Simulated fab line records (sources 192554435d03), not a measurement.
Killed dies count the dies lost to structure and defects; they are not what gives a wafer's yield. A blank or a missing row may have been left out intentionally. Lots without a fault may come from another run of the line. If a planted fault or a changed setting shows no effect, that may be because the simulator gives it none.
Matching of chambers :: flow n5-finfet :: rie-diel-03 running N5_BEOL_M8_STRIP_67: 4 sister chambers
The step strips in CF4. 4 wafers are shown with their chamber, then 9 later ones without.

WAFERS, EACH WITH ITS CHAMBER
wafer: L087.3
chamber: 1
drypump-motor-current-A (A): 6.3

wafer: L087.5
chamber: 3
drypump-motor-current-A (A): 5.5

wafer: L091.2
chamber: 2
drypump-motor-current-A (A): 5.3

wafer: L091.6
chamber: 0
drypump-motor-current-A (A): 5.8

WAFERS WHOSE CHAMBER IS MISSING
wafer: L092.1
drypump-motor-current-A (A): 5.8

wafer: L092.4
drypump-motor-current-A (A): 5.4

wafer: L092.6
drypump-motor-current-A (A): 5.4

wafer: L095.4
drypump-motor-current-A (A): 5.4

wafer: L095.5
drypump-motor-current-A (A): 5.8

wafer: L095.6
drypump-motor-current-A (A): 6.3

wafer: L097.1
drypump-motor-current-A (A): 5.8

wafer: L097.4
drypump-motor-current-A (A): 5.3

wafer: L097.5
drypump-motor-current-A (A): 5.8

EACH ONE'S CHAMBER
wafer: L092.1
from the rows above: 0
in truth: 0

wafer: L092.4
from the rows above: can't be placed: 3 or 2
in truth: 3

wafer: L092.6
from the rows above: can't be placed: 3 or 2
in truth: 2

wafer: L095.4
from the rows above: can't be placed: 3 or 2
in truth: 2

wafer: L095.5
from the rows above: 0
in truth: 0

wafer: L095.6
from the rows above: 1
in truth: 1

wafer: L097.1
from the rows above: 0
in truth: 0

wafer: L097.4
from the rows above: 2
in truth: 2

wafer: L097.5
from the rows above: 0
in truth: 0
Correctly placed: 6 of 9. These rows do not allow placing 3 (true chamber among the candidates in 3). 0 placed wrongly.
How it was worked out, from the rows above alone: a wafer's distance from a chamber is the root of the sum, over the readings, of the square of ((its reading less the chamber's mean) divided by the reading's scatter). If the next closest chamber is less than 2 further off than the closest, the wafer can't be placed; otherwise it belongs to the closest. The mean given for a chamber averages the wafers shown for that chamber. The scatter: root of mean squared gap, hidden wafer to nearest shown wafer, with one shown wafer a chamber.
